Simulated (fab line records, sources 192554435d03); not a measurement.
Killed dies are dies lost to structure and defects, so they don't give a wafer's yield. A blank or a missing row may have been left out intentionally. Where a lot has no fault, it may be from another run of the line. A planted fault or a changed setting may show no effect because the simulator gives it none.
Lot-split experiment :: flow n5_finfet :: 7 lots, 21 wafers read, on a route of 1938 steps

ABOUT THE SPLIT
At N5_BEOL_M13_COAT_58 (time 60 s, resist thk 89 nm), the setting spin_rpm was moved away from the recipe's 1500 rpm on 10 of the 21 wafers read, by -9.3% to +10.1%. The other wafers ran this setting at the recipe's value.

The reading is taken at the split's own step.

THE READING
BARC_of_BEOL_M13_COAT_58.thk_nm (the simulator's own value, which no gauge read), in nm, at N5_BEOL_M13_COAT_58 (time 60 s, resist thk 89 nm). There is no usual value for it anywhere in the file. Here, 11 wafers ran the recipe; their average is 89.3 nm with a standard deviation of 0.16 nm.

wafer: L088.3
tool, chamber at the split: litho_track-04, 0
spin_rpm as run, rpm: 1500
against the recipe: recipe
BARC_of_BEOL_M13_COAT_58.thk_nm, nm: 89.4
against lot-mates on the recipe: -

wafer: L088.5
tool, chamber at the split: litho_track-04, 0
spin_rpm as run, rpm: 1500
against the recipe: recipe
BARC_of_BEOL_M13_COAT_58.thk_nm, nm: 89.4
against lot-mates on the recipe: -

wafer: L088.6
tool, chamber at the split: litho_track-04, 0
spin_rpm as run, rpm: 1500
against the recipe: recipe
BARC_of_BEOL_M13_COAT_58.thk_nm, nm: 89.4
against lot-mates on the recipe: -

wafer: L089.2
tool, chamber at the split: litho_track-04, 0
spin_rpm as run, rpm: 1500
against the recipe: recipe
BARC_of_BEOL_M13_COAT_58.thk_nm, nm: 89.2
against lot-mates on the recipe: -

wafer: L089.5
tool, chamber at the split: litho_track-04, 0
spin_rpm as run, rpm: 1360
against the recipe: -9.3%
BARC_of_BEOL_M13_COAT_58.thk_nm, nm: 93.6
against lot-mates on the recipe: +4.4

wafer: L089.6
tool, chamber at the split: litho_track-04, 0
spin_rpm as run, rpm: 1360
against the recipe: -9.3%
BARC_of_BEOL_M13_COAT_58.thk_nm, nm: 93.4
against lot-mates on the recipe: +4.2

wafer: L090.4
tool, chamber at the split: litho_track-02, 0
spin_rpm as run, rpm: 1652
against the recipe: +10.1%
BARC_of_BEOL_M13_COAT_58.thk_nm, nm: 84.6
against lot-mates on the recipe: -4.4

wafer: L090.5
tool, chamber at the split: litho_track-02, 0
spin_rpm as run, rpm: 1500
against the recipe: recipe
BARC_of_BEOL_M13_COAT_58.thk_nm, nm: 89
against lot-mates on the recipe: -

wafer: L090.6
tool, chamber at the split: litho_track-02, 0
spin_rpm as run, rpm: 1652
against the recipe: +10.1%
BARC_of_BEOL_M13_COAT_58.thk_nm, nm: 84.8
against lot-mates on the recipe: -4.2

wafer: L091.3
tool, chamber at the split: litho_track-02, 0
spin_rpm as run, rpm: 1500
against the recipe: recipe
BARC_of_BEOL_M13_COAT_58.thk_nm, nm: 89.2
against lot-mates on the recipe: -

wafer: L091.5
tool, chamber at the split: litho_track-02, 0
spin_rpm as run, rpm: 1500
against the recipe: recipe
BARC_of_BEOL_M13_COAT_58.thk_nm, nm: 89.2
against lot-mates on the recipe: -

wafer: L091.4
tool, chamber at the split: litho_track-02, 0
spin_rpm as run, rpm: 1619
against the recipe: +7.9%
BARC_of_BEOL_M13_COAT_58.thk_nm, nm: 85.8
against lot-mates on the recipe: -3.4

wafer: L092.2
tool, chamber at the split: litho_track-05, 0
spin_rpm as run, rpm: 1570
against the recipe: +4.7%
BARC_of_BEOL_M13_COAT_58.thk_nm, nm: 87.4
against lot-mates on the recipe: -2.0

wafer: L092.5
tool, chamber at the split: litho_track-05, 0
spin_rpm as run, rpm: 1570
against the recipe: +4.7%
BARC_of_BEOL_M13_COAT_58.thk_nm, nm: 87.4
against lot-mates on the recipe: -2.0

wafer: L092.4
tool, chamber at the split: litho_track-05, 0
spin_rpm as run, rpm: 1500
against the recipe: recipe
BARC_of_BEOL_M13_COAT_58.thk_nm, nm: 89.4
against lot-mates on the recipe: -

wafer: L094.1
tool, chamber at the split: litho_track-04, 0
spin_rpm as run, rpm: 1500
against the recipe: recipe
BARC_of_BEOL_M13_COAT_58.thk_nm, nm: 89.2
against lot-mates on the recipe: -

wafer: L094.6
tool, chamber at the split: litho_track-04, 0
spin_rpm as run, rpm: 1500
against the recipe: recipe
BARC_of_BEOL_M13_COAT_58.thk_nm, nm: 89.2
against lot-mates on the recipe: -

wafer: L094.5
tool, chamber at the split: litho_track-04, 0
spin_rpm as run, rpm: 1613
against the recipe: +7.5%
BARC_of_BEOL_M13_COAT_58.thk_nm, nm: 85.8
against lot-mates on the recipe: -3.4

wafer: L093.3
tool, chamber at the split: litho_track-05, 0
spin_rpm as run, rpm: 1500
against the recipe: recipe
BARC_of_BEOL_M13_COAT_58.thk_nm, nm: 89.6
against lot-mates on the recipe: -

wafer: L093.4
tool, chamber at the split: litho_track-05, 0
spin_rpm as run, rpm: 1548
against the recipe: +3.2%
BARC_of_BEOL_M13_COAT_58.thk_nm, nm: 88
against lot-mates on the recipe: -1.6

wafer: L093.5
tool, chamber at the split: litho_track-05, 0
spin_rpm as run, rpm: 1548
against the recipe: +3.2%
BARC_of_BEOL_M13_COAT_58.thk_nm, nm: 88
against lot-mates on the recipe: -1.6

FIT RESULTS
A straight line over all 21 wafers: BARC_of_BEOL_M13_COAT_58.thk_nm changes by -0.448 nm for each +1% of spin_rpm; r = -1.00; the points scatter about the line by 0.15 nm.
The same after taking each lot's own level away (the mean of its wafers on the recipe; 21 wafers): -0.443 nm for each +1%; r = -1.00; scatter 0.11 nm.
Per that fit: largest spin_rpm move, reading shift of 4.5 nm.
Measured against the standard deviation above, the lots' own levels, which go from 89.00 to 89.60 nm, span 3.8 times it.
Consequently the slope shifts little with the lot-to-lot level, the two slopes agreeing.
Check: -4.48 nm against its lot-mates is what the line predicts for one of the wafers moved furthest among these (+10.1%) when that wafer is left out of the fit. It came out at -4.4 nm against them.

OTHER SPLITS APPLIED TO THESE WAFERS
Before the reading, these wafers also passed through other splits. Each is held against what the fit with the lots' levels taken away leaves over:
other split on the same wafers: N5_BEOL_M10_COAT_22 spin_rpm
wafers away from the commonest value: 8
r with BARC_of_BEOL_M13_COAT_58.thk_nm (lot level and that fit taken away): -0.14

other split on the same wafers: N5_BEOL_M11_COAT_63 spin_rpm
wafers away from the commonest value: 13
r with BARC_of_BEOL_M13_COAT_58.thk_nm (lot level and that fit taken away): +0.45

other split on the same wafers: N5_BEOL_M11_COAT_22 spin_rpm
wafers away from the commonest value: 5
r with BARC_of_BEOL_M13_COAT_58.thk_nm (lot level and that fit taken away): +0.01

other split on the same wafers: N5_BEOL_M12_ETCH_68 time_s
wafers away from the commonest value: 6
r with BARC_of_BEOL_M13_COAT_58.thk_nm (lot level and that fit taken away): +0.22

other split on the same wafers: N5_BEOL_M12_TRENCH_ETCH_34 time_s
wafers away from the commonest value: 5
r with BARC_of_BEOL_M13_COAT_58.thk_nm (lot level and that fit taken away): +0.24

FILE'S OWN FIT
BARC_of_BEOL_M13_COAT_58.thk_nm changes by -0.441 nm for each +1% of spin_rpm, r = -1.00.
